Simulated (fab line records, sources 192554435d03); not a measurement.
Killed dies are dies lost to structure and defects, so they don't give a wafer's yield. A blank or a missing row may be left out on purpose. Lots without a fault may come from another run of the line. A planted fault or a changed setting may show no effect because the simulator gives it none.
Split-lot experiment | flow n5_finfet | 7 lots, 21 wafers read, on a route of 1938 steps

THE SPLIT
At N5_BEOL_M8_ILD_DEP_00 (deposits SiCOH lowk from DEMS/porogen, target thk 179.75 nm, time 33.4 s), the setting time_s was moved away from the recipe's 33.4 s on 8 of the 21 wafers read, by -13.5% to +13.7%. The other wafers ran this setting at the recipe's value.

FROM THE SPLIT TO THE READING: what the file shows between them, 1 step
- N5_BEOL_M8_CURE_74: cures SiCOH lowk, time 240 s

THE READING
M8_ILD_THK, in nm, at N5_BEOL_M8_THK_MEAS_01. Fault-free wafers of this fab line usually give 155.1 nm, standard deviation 2.2 nm.

wafer  | tool, chamber at the split | time_s as run, s | against the recipe | M8_ILD_THK, nm | against lot-mates on the recipe
L076.1 | pecvd-01, 0                | 31.46            | -5.8%              | 147.5          | -10.3
L076.3 | pecvd-01, 2                | 33.4             | recipe             | 157.5          | -
L076.5 | pecvd-01, 1                | 33.4             | recipe             | 158.2          | -
L080.1 | pecvd-01, 2                | 33.4             | recipe             | 153.6          | -
L080.2 | pecvd-01, 0                | 33.4             | recipe             | 152.7          | -
L080.3 | pecvd-01, 1                | 33.4             | recipe             | 151.3          | -
L081.2 | pecvd-04, 1                | 37.98            | +13.7%             | 173.3          | +18.4
L081.3 | pecvd-04, 1                | 37.98            | +13.7%             | 176.7          | +21.8
L081.5 | pecvd-04, 2                | 33.4             | recipe             | 154.9          | -
L089.1 | pecvd-01, 1                | 33.4             | recipe             | 154.2          | -
L089.2 | pecvd-01, 2                | 34.79            | +4.2%              | 161.7          | +6.3
L089.4 | pecvd-01, 1                | 33.4             | recipe             | 156.6          | -
L088.3 | pecvd-04, 2                | 31.17            | -6.7%              | 142.8          | -11.9
L088.4 | pecvd-04, 0                | 31.17            | -6.7%              | 148.2          | -6.5
L088.5 | pecvd-04, 1                | 33.4             | recipe             | 154.7          | -
L097.1 | pecvd-02, 1                | 33.4             | recipe             | 153.6          | -
L097.2 | pecvd-02, 0                | 33.4             | recipe             | 154.7          | -
L097.4 | pecvd-02, 1                | 33.4             | recipe             | 155.5          | -
L095.2 | pecvd-04, 2                | 33.4             | recipe             | 155.4          | -
L095.4 | pecvd-04, 0                | 28.9             | -13.5%             | 136.7          | -18.7
L095.5 | pecvd-04, 0                | 28.9             | -13.5%             | 135.7          | -19.7

THE FIT
A straight line over all 21 wafers: M8_ILD_THK changes by +1.43 nm for each +1% of time_s; r = +0.98; the points scatter about the line by 1.9 nm.
The same after taking each lot's own level away (the mean of its wafers on the recipe; 21 wafers): +1.45 nm for each +1%; r = +0.99; scatter 1.3 nm.
On that fit, the largest move of time_s shifts the reading by 20 nm.
The lots' own levels span 152.53 to 157.85 nm, that is 2.4 times the standard deviation above.
So the lot-to-lot level changes the slope little: the two slopes agree.
Check: with one of the wafers moved furthest among these (+13.7%) left out of the fit, the line predicts +20.6 nm for it against its lot-mates. It came out at +18.4 nm against them.

THE WHOLE CHAIN: every reading that the file lists as answering this split, in the file's order
step                   | what it does                                                             | reading                                                                                  | change (the file's fit)              | r (the file's)
N5_BEOL_M8_ILD_DEP_00  | deposits SiCOH lowk from DEMS/porogen, target thk 179.75 nm, time 33.4 s | SiCOH_lowk_of_BEOL_M8_ILD_DEP_00.thk_nm (the simulator's own value, which no gauge read) | +1.69 nm for each +1% of the setting | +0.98
N5_BEOL_M8_CURE_74     | cures SiCOH lowk, time 240 s                                             | SiCOH_lowk_of_BEOL_M8_ILD_DEP_00.thk_nm (the simulator's own value, which no gauge read) | +1.47 nm for each +1% of the setting | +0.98
N5_BEOL_M8_THK_MEAS_01 |                                                                          | M8_ILD_THK                                                                               | +1.47 for each +1% of the setting    | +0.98

THE FILE'S OWN FIT
M8_ILD_THK changes by +1.47 nm for each +1% of time_s, r = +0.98.
